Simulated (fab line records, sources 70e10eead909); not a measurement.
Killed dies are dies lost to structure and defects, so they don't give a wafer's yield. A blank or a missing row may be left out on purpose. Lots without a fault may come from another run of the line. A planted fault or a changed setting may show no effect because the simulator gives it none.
fab line records | flow nand_harc
record lots=10 wafers=30 last_day=33
route steps=1302 shown A_CONTACT@1102 A_BLC@1123 A_M0@1145
lots that met no fault: from a run of the same line without faults
start_h: hours from the record's first day to the start of the lot's first wafer shown | wait_h: hours since the lot's step before | " the same as in the row above | L1.1+2: a row that stands for several wafers | - no value, or no start given | * or withheld: withheld | < > ~ a bound
route shown NAME@n: a module of which the file shows steps, and the number in the route of the first | usual: mean/standard deviation of fault-free wafers | same: alike in all rows | chamber/n: place in a boat | sites: the reading at each site | _std_site: their standard deviation | _edge_site: outer sites' mean less inner sites' | radius_mm: how far each site lies from the wafer's centre | mask NAME#n: copy n | behind: the tool/chamber that last shaped the wafer | hold: why the lot was held/for how many hours/how that ended | device: the transistor (n, p or np) that didn't switch | end of line: the same wafers' tests at the end of the route | a step without rows: its recipe alone | killed: dies lost to structure and defects at the first sort, not the wafer's yield | map: a wafer's dies, x killed, . not, _ none there
set.NAME: the setting as run; set.NAME@STEP: as run at that earlier step | model.NAME: the simulator's own value behind a step, which no gauge read
steps of the route over a sample of lots; a table a step, a row a wafer
services: from which hour (start_h, from the record's first day; less than 0 if before it) a tool's chamber was out of use, for how many hours, and why
## steps
# step NHARC_A_CONTACT_CVD_19
# recipe target_thk_a=3000 temp_c=300 pressure_torr=40 wf6_flow_sccm=40 h2_flow_sccm=1600 ar_flow_sccm=1560 time_s=802 material=W
# usual heater_power_w=450/18 mfc_ar_sccm=1560/5 throttle_valve_pct=8.11/0.3
# columns lot.wafer tool chamber start_h wait_h heater_power_w mfc_ar_sccm since_wet_clean_h throttle_valve_pct
L940.3 cvd_w-02 1 - - 477 1567 - 8.40
L940.5 " 1 " " 478 1552 - 8.51
L940.6 " 1 " " 477 1556 - 8.42
L946.2 cvd_w-02 1 - - 481 1558 128 8.09
L946.1 " 0 " " 430 1558 128 7.69
L946.3 " 1 " " 473 1562 - 8.31
L948.2 cvd_w-02 0 - - 444 1552 153 7.74
L948.4 " 0 " " 447 1557 - 7.74
L948.3 " 1 " " 484 1565 - 8.58
L950.1 cvd_w-01 0 - - 437 1556 64 8.46
L950.2 " 1 " " 436 1554 64 8.13
L950.5 " 1 " " 453 1561 - 7.85
L955.2 cvd_w-01 1 - - 454 1563 96 8.13
L955.5 " 1 " " 444 1555 - 8.13
L955.6 " 0 " " 414 1558 - 8.64
L957.1 cvd_w-02 0 - - 443 1554 51 7.66
L957.5 " 0 " " 425 1566 - 7.90
L957.6 " 1 " " 464 1554 - 7.90
L960.2 cvd_w-02 1 - - 451 1565 67 8.05
L960.3 " 1 " " 446 1566 - 7.87
L960.6 " 0 " " 437 1562 - 8.02
L959.1 cvd_w-01 0 - - 441 1570 159 8.79
L959.4 " 0 " " 438 1571 - 8.73
L959.6 " 0 " " 447 1567 - 8.73
L962.2 cvd_w-02 0 - - 433 1560 95 8.00
L962.1 " 1 " " 454 1559 95 8.02
L962.6 " 1 " " 454 1553 - 8.07
L963.2 cvd_w-02 0 - - 425 1566 105 7.89
L963.1 " 1 " " 454 1559 105 8.14
L963.5 " 1 " " 458 1553 - 8.11
# step NHARC_A_BLC_ETCH_18
# recipe target_depth_a=9100 c4f8_flow_sccm=20 o2_flow_sccm=10 ar_flow_sccm=withheld rf_w=600 bias_w=1500 chemistry=C4F8/O2/Ar
# usual chamber_pressure_mTorr=24.999/0.023 oes_product_au=0.952/0.027 rf_fwd_power_W=599.0/1.8 rf_vpp_V=975/5.4
# columns lot.wafer tool chamber start_h wait_h chamber_pressure_mTorr oes_product_au rf_fwd_power_W rf_hours_counter_h rf_vpp_V
L940.3 rie_diel-07 3 - - 24.994 0.996 599.7 4 973
L940.5 " 2 " " 25.028 0.969 598.4 - 978
L940.6 " 3 " " 25.033 0.994 599.3 - 974
L946.3 rie_diel-05 0 - - 25.016 0.984 601.2 0 975
L946.2 " 1 " " 24.982 0.942 595.3 0 968
L946.1 " 2 " " 25.000 0.921 601.4 0 977
L948.2 rie_diel-05 0 - - 25.003 0.925 597.2 1 978
L948.3 " 1 " " 24.996 0.915 598.9 1 968
L948.4 " 0 " " 25.027 0.919 597.7 - 976
L950.1 rie_diel-07 2 - - 24.971 0.929 597.5 10 977
L950.2 " 3 " " 25.011 0.938 596.8 11 972
L950.5 " 0 " " 24.975 0.934 598.3 - 971
L955.2 rie_diel-05 3 - - 24.992 0.953 599.6 6 982
L955.5 " 3 " " 25.014 0.956 596.4 - 984
L955.6 " 0 " " 24.983 0.975 595.5 - 976
L957.1 rie_diel-07 0 - - 24.971 0.954 597.7 3 970
L957.6 " 3 " " 24.982 0.989 599.6 - 973
L957.5 " 0 " " 24.992 0.969 598.8 - 971
L960.2 rie_diel-05 3 - - 24.972 0.907 600.8 9 984
L960.3 " 2 " " 25.011 0.908 599.5 7 975
L960.6 " 0 " " 24.965 0.924 595.2 - 975
L959.1 rie_diel-10 1 - - 25.008 0.969 600.5 38 977
L959.4 " 0 " " 25.017 0.955 598.7 - 970
L959.6 " 1 " " 25.001 0.978 601.2 - 975
L962.1 rie_diel-10 3 - - 24.970 0.946 597.1 49 969
L962.2 " 0 " " 24.990 0.924 601.1 47 970
L962.6 " 2 " " 24.994 0.930 599.5 - 973
L963.2 rie_diel-10 2 - - 25.044 0.927 600.7 44 971
L963.1 " 3 " " 24.953 0.926 598.0 53 968
L963.5 " 2 " " 24.972 0.928 599.8 - 971
# step NHARC_A_BLC_STRIP_29
# recipe cf4_flow_sccm=150 ar_flow_sccm=0 bias_w=0 chemistry=CF4
# usual chamber_pressure_mTorr=50.00/0.047 drypump_motor_current_A=5.7/0.4 mfc_ar_sccm=0.008/0.012 oes_product_au=0.998/0.012 rf_vpp_V=59.3/0.89 showerhead_plenum_p_Torr=1.74/0.068 throttle_valve_pct=13.283/0.0089
# columns lot.wafer tool chamber start_h wait_h chamber_pressure_mTorr drypump_motor_current_A mfc_ar_sccm oes_product_au rf_hours_counter_h rf_vpp_V showerhead_plenum_p_Torr throttle_valve_pct
L940.3 rie_diel-07 0 539.85 0.1 50.11 5.5 0.005 1.008 4 58.8 1.68 13.294
L940.6 " 3 " " 50.01 6.1 0 1.018 - 58.7 1.70 13.294
L940.5 " 0 " " 50.04 5.5 0.005 1.004 - 59.3 1.68 13.282
L946.2 rie_diel-07 3 594.14 0.1 50.02 6.1 0 1.005 9 59.7 1.70 13.268
L946.3 " 1 " " 50.08 6.1 0 1.002 8 59.6 1.86 13.282
L946.1 " 2 " " 49.99 6.3 0.017 1.004 8 59.6 1.77 13.287
L948.4 rie_diel-07 1 619.47 0.1 50.06 6.1 0 0.998 10 61.2 1.86 13.287
L948.2 " 2 " " 49.98 6.3 0.017 1.004 9 59.3 1.77 13.270
L948.3 " 0 " " 50.01 5.5 0.005 1.003 11 59.8 1.68 13.281
L950.1 rie_diel-05 0 627.18 0.1 50.01 5.9 0.005 0.994 2 57.9 1.75 13.278
L950.2 " 1 " " 49.95 5.3 0 0.971 2 59.2 1.66 13.288
L950.5 " 3 " " 50.03 5.4 0 0.984 - 59.7 1.84 13.292
L955.2 rie_diel-10 0 661.77 0.1 50.09 5.7 0.005 0.995 18 58.5 1.68 13.279
L955.6 " 1 " " 49.97 5.7 0.033 0.996 - 58.5 1.75 13.277
L955.5 " 2 " " 49.90 5.2 0.014 1.013 - 59.6 1.71 13.278
L957.1 rie_diel-05 3 697.44 0.1 50.01 5.4 0 0.987 8 58.7 1.84 13.281
L957.5 " 0 " " 50.04 5.9 0.005 1.001 - 58.8 1.75 13.276
L957.6 " 1 " " 50.04 5.3 0 0.975 - 57.8 1.65 13.297
L960.3 rie_diel-07 3 713.36 0.1 49.96 6.1 0 1.014 5 59.6 1.70 13.269
L960.2 " 1 " " 50.06 6.1 0 0.986 5 59.8 1.86 13.303
L960.6 " 3 " " 50.01 6.1 0 1.020 - 58.4 1.70 13.267
L959.4 rie_diel-05 0 722.41 0.1 49.92 5.9 0.005 1.010 10 58.6 1.75 13.280
L959.1 " 1 " " 50.00 5.2 0 0.993 9 59.9 1.65 13.277
L959.6 " 2 " " 49.97 5.0 0.042 0.995 - 60.3 1.74 13.279
L962.1 rie_diel-05 2 741.52 0.1 50.13 5.0 0.042 0.990 8 59.1 1.74 13.278
L962.2 " 3 " " 50.02 5.5 0 0.994 11 59.1 1.84 13.296
L962.6 " 1 " " 50.03 5.3 0 0.981 - 57.3 1.65 13.280
L963.2 rie_diel-07 1 751.68 0.1 50.08 6.1 0 0.989 8 61.0 1.86 13.283
L963.1 " 3 " " 49.99 6.1 0 1.005 9 59.1 1.70 13.288
L963.5 " 1 " " 50.08 6.1 0 0.990 - 58.3 1.86 13.287
# step NHARC_A_M0_PEB_07
# recipe peb_temp_c=100 peb_time_s=65
# usual heater_power_total_W=156.7/0.41 plate_temp_C=100.00/0.13
# columns lot.wafer tool chamber start_h wait_h heater_power_total_W plate_temp_C
L940.3 litho_track-01 0 542.57 0.0 156.4 100.24
L940.5 " 0 " " 157.1 100.19
L940.6 " 0 " " 156.2 100.13
L946.1 litho_track-01 0 596.91 0.1 159.3 101.48
L946.2 " 0 " " 160.3 101.54
L946.3 " 0 " " 160.2 101.51
L948.2 litho_track-01 0 622.30 0.1 160.5 101.73
L948.3 " 0 " " 160.5 101.47
L948.4 " 0 " " 160.2 101.64
L950.1 litho_track-06 0 629.80 0.1 156.7 100.03
L950.2 " 0 " " 156.2 100.21
L950.5 " 0 " " 156.9 100.11
L955.2 litho_track-06 0 664.86 0.1 157.1 100.04
L955.5 " 0 " " 157.2 100.09
L955.6 " 0 " " 157.0 99.94
L957.1 litho_track-01 0 700.19 0.1 157.0 100.12
L957.5 " 0 " " 157.1 100.08
L957.6 " 0 " " 157.1 100.18
L960.2 litho_track-01 0 716.06 0.1 156.7 100.06
L960.3 " 0 " " 156.3 99.99
L960.6 " 0 " " 156.9 99.86
L959.1 litho_track-01 0 725.15 0.1 157.1 100.03
L959.4 " 0 " " 156.0 99.87
L959.6 " 0 " " 157.0 100.05
L962.1 litho_track-01 0 744.23 0.1 156.8 99.73
L962.2 " 0 " " 156.0 99.80
L962.6 " 0 " " 156.0 99.78
L963.1 litho_track-01 0 754.37 0.1 157.1 99.95
L963.2 " 0 " " 157.0 100.01
L963.5 " 0 " " 157.1 99.89
# step NHARC_A_M0_CD_MEAS_09
# recipe target_cd_nm=80 landing_energy_ev=500
# usual cd_nm=79.9/0.58
# columns lot.wafer tool chamber start_h wait_h cd_nm
L940.3 cd_sem-03 0 542.65 - 79.7
L940.5 " 0 " " 79.8
L940.6 " 0 " " 79.6
L946.1 cd_sem-03 0 596.99 - 85.3
L946.2 " 0 " " 85.9
L946.3 " 0 " " 85.5
L948.2 cd_sem-02 0 622.38 - 85.6
L948.3 " 0 " " 84.7
L948.4 " 0 " " 85.4
L950.1 cd_sem-03 0 629.88 - 79.9
L950.2 " 0 " " 79.7
L950.5 " 0 " " 78.7
L955.2 cd_sem-01 0 664.94 - 79.8
L955.5 " 0 " " 78.8
L955.6 " 0 " " 80.0
L957.1 cd_sem-03 0 700.27 - 79.8
L957.5 " 0 " " 80.1
L957.6 " 0 " " 79.9
L960.2 cd_sem-01 0 716.14 - 80.9
L960.3 " 0 " " 80.3
L960.6 " 0 " " 79.7
L959.1 cd_sem-01 0 725.22 - 79.8
L959.4 " 0 " " 79.6
L959.6 " 0 " " 79.0
L962.1 cd_sem-03 0 744.31 - 80.3
L962.2 " 0 " " 81.0
L962.6 " 0 " " 80.1
L963.1 cd_sem-02 0 754.45 - 80.3
L963.2 " 0 " " 80.2
L963.5 " 0 " " 79.6
## services
# columns tool chamber start_h hours kind
rie_diel-05 0 513.60 - clean
rie_diel-05 1 513.60 - clean
litho_track-06 - 529.00 7.0 pm
cvd_w-02 - 539.25 0.6 repair
cvd_w-01 - 547.67 13.0 pm
rie_diel-07 2 566.43 3.6 repair
rie_diel-05 - 583.64 9.0 pm
rie_diel-10 - 597.03 9.0 pm
rie_diel-05 2 618.01 15.0 repair
cvd_w-02 - 631.00 13.0 pm
rie_diel-07 2 631.67 4.4 repair
rie_diel-10 - 638.69 0.8 repair
rie_diel-07 1 638.78 23.3 repair
cvd_w-02 0 645.00 16.2 repair
rie_diel-07 - 649.12 9.0 pm
litho_track-01 - 680.00 7.0 pm
rie_diel-05 2 682.03 5.5 repair
litho_track-06 - 704.00 7.0 pm
rie_diel-10 2 714.78 22.2 repair
cvd_w-01 - 728.67 13.0 pm
rie_diel-07 0 732.06 13.2 repair
cvd_w-02 1 743.05 3.3 repair
cvd_w-02 - 750.33 1.2 repair
rie_diel-10 3 751.54 6.4 repair
## key
first_sign step=NHARC_A_M0_PEB_07 reading=plate_temp_C direction=up sigmas=12 usual=* struck=*
effect step=NHARC_A_M0_PEB_07 reading=heater_power_total_W direction=up sigmas=8.5 usual=* struck=*
effect step=NHARC_A_M0_CD_MEAS_09 reading=cd_nm direction=up sigmas=9.4 usual=79.9 struck=85.4
met_at NHARC_A_M0_PEB_07
struck_lots L946,L948
not_acting_at NHARC_A_CONTACT_CVD_19,NHARC_A_BLC_ETCH_18,NHARC_A_BLC_STRIP_29
onset_between 542.57 596.91
fault kind=process_parameter_drift tool=litho_track-01 chamber=- onset_h=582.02 steps=NHARC_A_M0_PEB_07 channel=peb_temp_c offset=* shape=step end_h=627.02 acts_in=* stated=*
